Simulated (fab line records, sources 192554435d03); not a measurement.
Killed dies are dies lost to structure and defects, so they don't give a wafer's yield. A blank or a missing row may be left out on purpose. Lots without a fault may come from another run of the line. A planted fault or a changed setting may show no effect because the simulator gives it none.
Which tool did it? | flow n5_finfet | 10 lots, 30 wafers sampled, at 5 steps of a route of 1938

WHAT THE GAUGES READ, wafer by wafer
N5_BEOL_M4_RC_MEAS_101.
lot  | measured     | on        | DIBL_N (mV/V)  | DIBL_P (mV/V)  | IOFF_N (nA/um) | IOFF_P (nA/um) | ION_N (uA/um) | ION_P (uA/um) | SS_N (mV/dec)  | SS_P (mV/dec)  | VT_N (mV)   | VT_P (mV)
L820 | day 8 02:34  | prober-01 | 37.8 37.7 35.5 | 38.9 38.4 36.7 | 0.19 0.19 0.15 | 0.26 0.27 0.23 | 682 686 675   | 470 473 469   | 72.1 72.0 71.0 | 73.8 73.4 72.5 | 246 248 252 | -245.8 -246.1 -248.8
L821 | day 7 21:03  | prober-01 | 35.2 37.2 34.7 | 35.6 38.1 35.4 | 0.15 0.18 0.14 | 0.23 0.28 0.23 | 683 671 673   | 472 469 473   | 71.4 71.3 70.8 | 72.4 73.8 72.9 | 249 246 252 | -244.8 -244.1 -244.3
L823 | day 8 20:51  | prober-02 | 37.0 36.8 38.2 | 37.1 36.1 38.9 | 0.16 0.14 0.19 | 0.24 0.21 0.27 | 688 666 689   | 479 465 476   | 71.4 71.5 71.7 | 73.4 73.0 73.9 | 249 253 247 | -247.9 -248.5 -246.0
L825 | day 9 03:23  | prober-01 | 36.4 33.1 37.8 | 36.4 32.5 39.1 | 0.16 0.11 0.21 | 0.19 0.16 0.25 | 669 671 688   | 456 460 472   | 71.9 71.3 72.2 | 73.9 72.4 74.0 | 251 254 243 | -253.5 -256.4 -246.4
L827 | day 9 10:03  | prober-02 | 35.2 37.0 37.0 | 31.7 34.8 34.8 | 0.13 0.16 0.15 | 0.17 0.20 0.20 | 671 685 662   | 459 467 460   | 71.0 71.5 71.9 | 72.1 72.7 72.6 | 253 249 251 | -252.1 -252.0 -250.5
L834 | day 13 09:56 | prober-01 | 33.6 38.5 33.4 | 33.2 38.7 33.4 | 0.13 0.22 0.12 | 0.18 0.27 0.18 | 654 687 657   | 452 469 458   | 71.5 72.2 71.7 | 73.0 73.7 73.0 | 251 245 253 | -250.5 -247.3 -251.6
L835 | day 13 19:34 | prober-02 | 39.1 36.4 37.4 | 37.8 35.2 36.1 | 0.19 0.15 0.16 | 0.24 0.20 0.23 | 671 664 668   | 470 460 465   | 72.9 71.8 71.3 | 73.6 73.2 73.7 | 247 252 250 | -247.0 -249.7 -246.5
L840 | day 13 20:59 | prober-01 | 38.4 36.6 37.4 | 36.9 34.3 36.5 | 0.19 0.15 0.18 | 0.25 0.21 0.24 | 681 674 694   | 468 468 474   | 72.3 71.7 71.3 | 73.4 73.4 73.3 | 246 248 246 | -245.4 -246.7 -247.4
L842 | day 14 00:14 | prober-02 | 36.3 38.9 38.1 | 37.6 40.8 39.7 | 0.16 0.22 0.20 | 0.22 0.28 0.26 | 682 684 709   | 468 473 484   | 71.6 72.1 71.6 | 73.7 74.7 74.1 | 251 246 245 | -250.8 -246.8 -246.6
L843 | day 14 20:30 | prober-02 | 36.4 34.0 36.9 | 38.1 35.8 38.7 | 0.16 0.13 0.19 | 0.23 0.20 0.24 | 671 686 691   | 467 475 480   | 71.5 70.5 71.2 | 73.8 73.1 73.9 | 252 253 245 | -246.8 -248.7 -246.6

WHICH TOOL RAN EACH LOT (tool, then ch and the chambers of the sampled wafers, then the start)
lot  | N5_HKMG_FIN_ETCH_55               | N5_HKMG_FIN_CVD_62                      | N5_HKMG_FIN_COAT_06              | N5_HKMG_FIN_ETCH_32
L820 | rie_diel-05 ch 1,3, day 4 00:22   | thermal_cvd_si-02 ch 1,2, day 4 02:01   | litho_track-01 ch 0, day 4 03:16 | rie_diel-06 ch 0,2,3, day 4 03:40
L821 | rie_diel-05 ch 0,2,3, day 4 06:34 | thermal_cvd_si-01 ch 0,1, day 4 08:21   | litho_track-03 ch 0, day 4 09:34 | rie_diel-01 ch 0,3, day 4 10:06
L823 | rie_diel-01 ch 0,1,3, day 4 18:59 | thermal_cvd_si-01 ch 0,1,2, day 4 20:39 | litho_track-03 ch 0, day 4 21:52 | rie_diel-05 ch 1,3, day 4 22:25
L825 | rie_diel-01 ch 1,2, day 5 05:56   | thermal_cvd_si-01 ch 1,2, day 5 07:35   | litho_track-01 ch 0, day 5 08:51 | rie_diel-05 ch 0,1,2, day 5 09:23
L827 | rie_diel-06 ch 0,1, day 5 18:47   | thermal_cvd_si-01 ch 0,1, day 5 20:26   | litho_track-01 ch 0, day 5 21:37 | rie_diel-05 ch 1,2,3, day 5 22:02
L834 | rie_diel-01 ch 0,1,2, day 7 11:38 | thermal_cvd_si-02 ch 0,1,2, day 7 13:17 | litho_track-01 ch 0, day 7 14:28 | rie_diel-01 ch 0,1,2, day 7 15:01
L835 | rie_diel-01 ch 0,1,3, day 7 19:37 | thermal_cvd_si-01 ch 0,1, day 7 21:15   | litho_track-01 ch 0, day 7 22:47 | rie_diel-05 ch 0,2, day 7 23:20
L840 | rie_diel-06 ch 0,1,2, day 9 04:49 | thermal_cvd_si-02 ch 0,2, day 9 06:32   | litho_track-04 ch 0, day 9 07:49 | rie_diel-01 ch 2,3, day 9 09:10
L842 | rie_diel-06 ch 1,2,3, day 9 14:58 | thermal_cvd_si-02 ch 0,1,2, day 9 16:37 | litho_track-04 ch 0, day 9 17:50 | rie_diel-01 ch 0,2,3, day 9 18:16
L843 | rie_diel-06 ch 2,3, day 9 17:27   | thermal_cvd_si-01 ch 0,1,2, day 9 19:11 | litho_track-03 ch 0, day 9 20:20 | rie_diel-06 ch 2,3, day 9 21:11
- N5_HKMG_FIN_ETCH_55: etches SOC in N2/H2, target depth 240 nm, time 300 s.
- N5_HKMG_FIN_CVD_62: deposits a-Si from Si2H6, target thk 3 nm, time 20.8 s.
- N5_HKMG_FIN_COAT_06: resist thk 90 nm.
- N5_HKMG_FIN_ETCH_32: etches SOC in N2/H2, target depth 240 nm, time 300 s.

WHAT THE TOOLS THEMSELVES READ (means of the sampled wafers that have a number; where no wafer has one, the mark that the record gives instead)
N5_HKMG_FIN_ETCH_55.
lot  | tool        | drypump_motor_current_A (A) | oes_product_au (a.u.) | rf_vpp_V (V) | showerhead_plenum_p_Torr (Torr) | temp_c (C) | throttle_valve_pct (%)
L820 | rie_diel-05 | 6.1                         | 0.71                  | 521.8        | 2.45                            | 39.89      | 17.95
L821 | rie_diel-05 | 6.1                         | 0.69                  | 524.6        | 2.55                            | 39.95      | 17.85
L823 | rie_diel-01 | 5.9                         | 0.80                  | 526.1        | 2.58                            | 40.05      | 17.74
L825 | rie_diel-01 | 5.6                         | 0.87                  | 522.9        | 2.53                            | 40.01      | 17.80
L827 | rie_diel-06 | 5.4                         | 0.77                  | 522.8        | 2.49                            | 40.01      | 17.90
L834 | rie_diel-01 | 5.7                         | 0.88                  | 524.3        | 2.55                            | 40.02      | 17.60
L835 | rie_diel-01 | 5.9                         | 0.86                  | 525.0        | 2.57                            | 40.01      | 17.62
L840 | rie_diel-06 | 5.1                         | 0.78                  | 523.3        | 2.53                            | 39.90      | 17.93
L842 | rie_diel-06 | 5.2                         | 0.73                  | 523.1        | 2.49                            | 40.07      | 18.00
L843 | rie_diel-06 | 5.3                         | 0.72                  | 522.6        | 2.51                            | 39.98      | 17.90

N5_HKMG_FIN_CVD_62.
lot  | tool              | heater_power_w (W)
L820 | thermal_cvd_si-02 | 1396
L821 | thermal_cvd_si-01 | 1323
L823 | thermal_cvd_si-01 | 1539
L825 | thermal_cvd_si-01 | 1631
L827 | thermal_cvd_si-01 | 1466
L834 | thermal_cvd_si-02 | 1337
L835 | thermal_cvd_si-01 | 1471
L840 | thermal_cvd_si-02 | 1257
L842 | thermal_cvd_si-02 | 1350
L843 | thermal_cvd_si-01 | 1565

N5_HKMG_FIN_COAT_06.
lot  | tool           | spin_speed_rpm (rpm)
L820 | litho_track-01 | 1501.1
L821 | litho_track-03 | 1501.6
L823 | litho_track-03 | 1501.1
L825 | litho_track-01 | 1500.9
L827 | litho_track-01 | 1501.2
L834 | litho_track-01 | 1384.2
L835 | litho_track-01 | 1383.9
L840 | litho_track-04 | 1500.2
L842 | litho_track-04 | 1499.8
L843 | litho_track-03 | 1499.0

N5_HKMG_FIN_ETCH_32.
lot  | tool        | drypump_motor_current_A (A) | oes_product_au (a.u.) | rf_vpp_V (V) | showerhead_plenum_p_Torr (Torr) | temp_c (C) | throttle_valve_pct (%)
L820 | rie_diel-06 | 5.2                         | 0.81                  | 525.2        | 2.57                            | 39.98      | 17.76
L821 | rie_diel-01 | 5.9                         | 0.74                  | 524.6        | 2.60                            | 39.98      | 17.91
L823 | rie_diel-05 | 6.3                         | 0.69                  | 522.1        | 2.48                            | 40.14      | 17.88
L825 | rie_diel-05 | 5.9                         | 0.70                  | 522.4        | 2.52                            | 40.00      | 17.93
L827 | rie_diel-05 | 6.2                         | 0.69                  | 522.7        | 2.50                            | 39.94      | 17.85
L834 | rie_diel-01 | 5.7                         | 0.87                  | 524.4        | 2.55                            | 39.97      | 17.60
L835 | rie_diel-05 | 5.8                         | 0.81                  | 523.6        | 2.55                            | 39.91      | 17.87
L840 | rie_diel-01 | 5.7                         | 0.81                  | 522.4        | 2.53                            | 40.04      | 18.10
L842 | rie_diel-01 | 5.8                         | 0.84                  | 523.7        | 2.55                            | 39.99      | 17.88
L843 | rie_diel-06 | 4.9                         | 0.77                  | 524.3        | 2.54                            | 39.89      | 17.97

THE ANSWER, worked out from the rows above alone
Rule: what is usual is taken from the lots themselves. Put in order of their means at a reading, lots are off if they are a third of the lots or fewer, leave a main group of 4 or more, and stand apart from it by a gap of 3 or more times the standard deviation of the main group's means; of several such gaps the widest counts. A main group whose means are all the same, to the digits that the tables above print for the reading, isn't used. A lot without any number at a reading at which 4 lots or more have one is off too. The other lots that the step has rows for count as sound. The gauges are gone through in route order, then the tools' own readings, and for those a lot's mean is taken as printed above. The first step at which some lot is off is used, and at that step the reading that is off furthest; a lot without a number counts as furthest.
Off: L834, L835, at N5_HKMG_FIN_COAT_06 (spin_speed_rpm). The main group: mean 1500.6 rpm, standard deviation 0.81.
A tool fits if, at that step or a process step before it, it ran every lot that is off, and no sound lot after the first of them. Can't be told from this: 2 tools fit, rie_diel-01 at N5_HKMG_FIN_ETCH_55, litho_track-01 at N5_HKMG_FIN_COAT_06.

WHAT THE SIMULATOR HAD PUT IN
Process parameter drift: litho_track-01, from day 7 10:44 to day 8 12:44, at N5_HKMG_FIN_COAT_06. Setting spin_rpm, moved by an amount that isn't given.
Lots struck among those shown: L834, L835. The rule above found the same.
